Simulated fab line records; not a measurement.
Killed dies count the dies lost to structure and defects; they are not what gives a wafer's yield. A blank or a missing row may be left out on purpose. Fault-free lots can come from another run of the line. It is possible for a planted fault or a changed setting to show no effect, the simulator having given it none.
Chamber matching || flow n5-finfet || N5_BEOL_M5_CURE_80 on uv-cure-01 has 3 sister chambers
The step cures SiCOH lowk, time 120 s. 22 wafers are shown with their chamber, then 11 later ones without.

WAFERS PAIRED WITH THEIR CHAMBERS
{"wafer": "L074.2", "chamber": 2, "wafer_temp_C_max": 371.5, "lamp-power-pct (%)": 52.28}
{"wafer": "L074.4", "chamber": 2, "wafer_temp_C_max": 371.5, "lamp-power-pct (%)": 52.25}
{"wafer": "L074.5", "chamber": 2, "wafer_temp_C_max": 370.6, "lamp-power-pct (%)": 52.32}
{"wafer": "L077.2", "chamber": 2, "wafer_temp_C_max": 371.4, "lamp-power-pct (%)": 52.30}
{"wafer": "L077.3", "chamber": 2, "wafer_temp_C_max": 371.3, "lamp-power-pct (%)": 52.32}
{"wafer": "L077.4", "chamber": 2, "wafer_temp_C_max": 371.9, "lamp-power-pct (%)": 52.22}
{"wafer": "L079.2", "chamber": 1, "wafer_temp_C_max": 371.8, "lamp-power-pct (%)": 52.28}
{"wafer": "L079.3", "chamber": 1, "wafer_temp_C_max": 371.9, "lamp-power-pct (%)": 52.32}
{"wafer": "L079.6", "chamber": 1, "wafer_temp_C_max": 371.8, "lamp-power-pct (%)": 52.31}
{"wafer": "L078.2", "chamber": 2, "wafer_temp_C_max": 371.6, "lamp-power-pct (%)": 52.30}
{"wafer": "L078.3", "chamber": 2, "wafer_temp_C_max": 371.4, "lamp-power-pct (%)": 52.32}
{"wafer": "L078.4", "chamber": 2, "wafer_temp_C_max": 371.5, "lamp-power-pct (%)": 52.43}
{"wafer": "L080.3", "chamber": 0, "wafer_temp_C_max": 373.1, "lamp-power-pct (%)": 52.29}
{"wafer": "L080.4", "chamber": 0, "wafer_temp_C_max": 372.6, "lamp-power-pct (%)": 52.28}
{"wafer": "L080.6", "chamber": 0, "wafer_temp_C_max": 372.4, "lamp-power-pct (%)": 52.31}
{"wafer": "L085.1", "chamber": 2, "wafer_temp_C_max": 371.5, "lamp-power-pct (%)": 52.40}
{"wafer": "L085.4", "chamber": 2, "wafer_temp_C_max": 372.5, "lamp-power-pct (%)": 52.26}
{"wafer": "L085.5", "chamber": 2, "wafer_temp_C_max": 371.8, "lamp-power-pct (%)": 52.34}
{"wafer": "L088.2", "chamber": 1, "wafer_temp_C_max": 371.4, "lamp-power-pct (%)": 52.33}
{"wafer": "L088.5", "chamber": 1, "wafer_temp_C_max": 371.8, "lamp-power-pct (%)": 52.30}
{"wafer": "L088.6", "chamber": 1, "wafer_temp_C_max": 371.8, "lamp-power-pct (%)": 52.20}
{"wafer": "L089.1", "chamber": 0, "wafer_temp_C_max": 372.6, "lamp-power-pct (%)": 52.30}

SIGNATURES, as means of the wafers listed above
{"reading": "wafer_temp_C_max", "chamber 0": 372.675, "chamber 1": 371.750, "chamber 2": 371.542, "scatter within a chamber": 0.365}
{"reading": "lamp-power-pct", "chamber 0": 52.2950, "chamber 1": 52.2900, "chamber 2": 52.3117, "scatter within a chamber": 0.0516}
Rule: a wafer's distance from a chamber is the root of the sum, over the readings, of the square of ((its reading less the chamber's mean) divided by the reading's scatter). The wafer belongs to the nearest chamber; if the next one is less than 2 further off, it can't be placed. The scatter: take each reading less its chamber's mean, square it, sum over the shown wafers, divide by the number of wafers less the number of chambers, and take the root.

WAFERS WITHOUT THEIR CHAMBER
{"wafer": "L089.4", "wafer_temp_C_max": 372.3, "lamp-power-pct (%)": 52.28}
{"wafer": "L089.6", "wafer_temp_C_max": 372.1, "lamp-power-pct (%)": 52.37}
{"wafer": "L093.2", "wafer_temp_C_max": 371.2, "lamp-power-pct (%)": 52.27}
{"wafer": "L093.3", "wafer_temp_C_max": 371.7, "lamp-power-pct (%)": 52.42}
{"wafer": "L093.5", "wafer_temp_C_max": 372.1, "lamp-power-pct (%)": 52.32}
{"wafer": "L094.1", "wafer_temp_C_max": 372.0, "lamp-power-pct (%)": 52.29}
{"wafer": "L094.2", "wafer_temp_C_max": 371.8, "lamp-power-pct (%)": 52.30}
{"wafer": "L094.3", "wafer_temp_C_max": 370.8, "lamp-power-pct (%)": 52.29}
{"wafer": "L094.4", "wafer_temp_C_max": 371.2, "lamp-power-pct (%)": 52.24}
{"wafer": "L094.5", "wafer_temp_C_max": 371.1, "lamp-power-pct (%)": 52.31}
{"wafer": "L094.6", "wafer_temp_C_max": 371.5, "lamp-power-pct (%)": 52.35}

WHICH CHAMBER EACH ONE RAN IN
{"wafer": "L089.4", "from the rows above": "can't be placed: 0 or 1 or 2", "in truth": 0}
{"wafer": "L089.6", "from the rows above": "can't be placed: 1 or 2 or 0", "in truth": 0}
{"wafer": "L093.2", "from the rows above": "can't be placed: 2 or 1", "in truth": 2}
{"wafer": "L093.3", "from the rows above": "can't be placed: 2 or 1 or 0", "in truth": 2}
{"wafer": "L093.5", "from the rows above": "can't be placed: 1 or 2 or 0", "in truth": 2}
{"wafer": "L094.1", "from the rows above": "can't be placed: 1 or 2 or 0", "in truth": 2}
{"wafer": "L094.2", "from the rows above": "can't be placed: 1 or 2", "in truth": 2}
{"wafer": "L094.3", "from the rows above": "can't be placed: 2 or 1", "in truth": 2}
{"wafer": "L094.4", "from the rows above": "can't be placed: 2 or 1", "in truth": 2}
{"wafer": "L094.5", "from the rows above": "can't be placed: 2 or 1", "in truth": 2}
{"wafer": "L094.6", "from the rows above": "can't be placed: 2 or 1", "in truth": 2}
Correct placement for 0 of the 11. Cannot be placed on the basis of these rows: 11; the candidates contain the true chamber in 11. Placed wrongly: 0.
